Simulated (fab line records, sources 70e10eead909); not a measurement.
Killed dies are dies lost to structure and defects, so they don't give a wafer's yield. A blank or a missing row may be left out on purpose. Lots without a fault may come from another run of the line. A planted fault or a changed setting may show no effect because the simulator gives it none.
Chamber matching | flow nand_harc | NHARC_P_M0_CMP_23 on cmp-01: 4 sister chambers
The step polishes, t overpolish 20 s, target thk 117.54 nm. 27 wafers are shown with their chamber, then 12 later ones without.

WAFERS WITH THEIR CHAMBER
wafer  | chamber | motor_current_A (A) | time_to_endpoint_s (s)
L075.3 | 0       | 13.1                | 28.6
L075.4 | 2       | 13.4                | 29.9
L075.5 | 3       | 10.5                | 32.0
L076.4 | 2       | 13.5                | 25.1
L076.5 | 1       | 13.5                | 28.3
L076.6 | 2       | 12.6                | 28.4
L077.1 | 3       | 11.1                | 30.4
L077.2 | 0       | 12.3                | 30.0
L077.4 | 1       | 13.5                | 28.4
L077.3 | 2       | 12.9                | 30.5
L077.5 | 0       | 12.7                | 31.6
L077.6 | 1       | 12.7                | 27.5
L078.2 | 2       | 13.5                | 29.5
L078.4 | 0       | 12.7                | 31.4
L078.6 | 2       | 12.3                | 30.9
L081.1 | 2       | 11.8                | 26.1
L081.2 | 1       | 13.8                | 28.5
L081.4 | 3       | 11.1                | 30.6
L082.1 | 0       | 12.9                | 29.7
L082.4 | 3       | 10.7                | 31.4
L082.6 | 2       | 13.5                | 31.6
L086.3 | 0       | 12.6                | 31.7
L086.4 | 1       | 12.0                | 31.6
L086.6 | 2       | 12.7                | 31.7
L087.1 | 1       | 13.0                | 30.4
L087.3 | 3       | 10.6                | 32.2
L087.5 | 2       | 13.0                | 31.7

SIGNATURES (means of the wafers above)
reading            | chamber 0 | chamber 1 | chamber 2 | chamber 3 | scatter within a chamber
motor_current_A    | 12.717    | 13.083    | 12.920    | 10.800    | 0.507
time_to_endpoint_s | 30.500    | 29.117    | 29.540    | 31.320    | 1.77
Rule: a wafer's distance from a chamber is the root of the sum, over the readings, of the square of ((its reading less the chamber's mean) divided by the reading's scatter). The wafer belongs to the nearest chamber; if the next one is less than 2 further off, it can't be placed. The scatter: the root of (the sum of the squares of (reading less its chamber's mean) over the shown wafers, divided by (wafers less chambers)).

WAFERS WITHOUT THEIR CHAMBER
wafer  | motor_current_A (A) | time_to_endpoint_s (s)
L087.2 | 13.0                | 28.7
L087.4 | 13.3                | 30.0
L087.6 | 13.2                | 27.6
L090.1 | 12.4                | 27.6
L090.2 | 12.6                | 29.7
L090.6 | 13.2                | 27.7
L093.4 | 12.1                | 32.7
L093.5 | 12.6                | 28.7
L093.6 | 12.1                | 28.4
L095.1 | 11.6                | 29.0
L095.2 | 13.3                | 26.8
L095.6 | 10.7                | 28.9

WHICH CHAMBER EACH WENT THROUGH
wafer  | from the rows above               | in truth
L087.2 | can't be placed: 1 or 2 or 0      | 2
L087.4 | can't be placed: 1 or 2 or 0      | 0
L087.6 | can't be placed: 1 or 2 or 0      | 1
L090.1 | can't be placed: 2 or 1 or 0      | 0
L090.2 | can't be placed: 0 or 2 or 1      | 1
L090.6 | can't be placed: 1 or 2 or 0      | 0
L093.4 | can't be placed: 0 or 2 or 3 or 1 | 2
L093.5 | can't be placed: 2 or 1 or 0      | 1
L093.6 | can't be placed: 0 or 2 or 1 or 3 | 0
L095.1 | can't be placed: 3 or 0 or 2 or 1 | 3
L095.2 | can't be placed: 1 or 2 or 0      | 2
L095.6 | 3                                 | 3
Placed correctly: 1 of 12. Can't be placed from these rows: 11 (the true chamber is among the candidates in 11). Placed wrongly: 0.
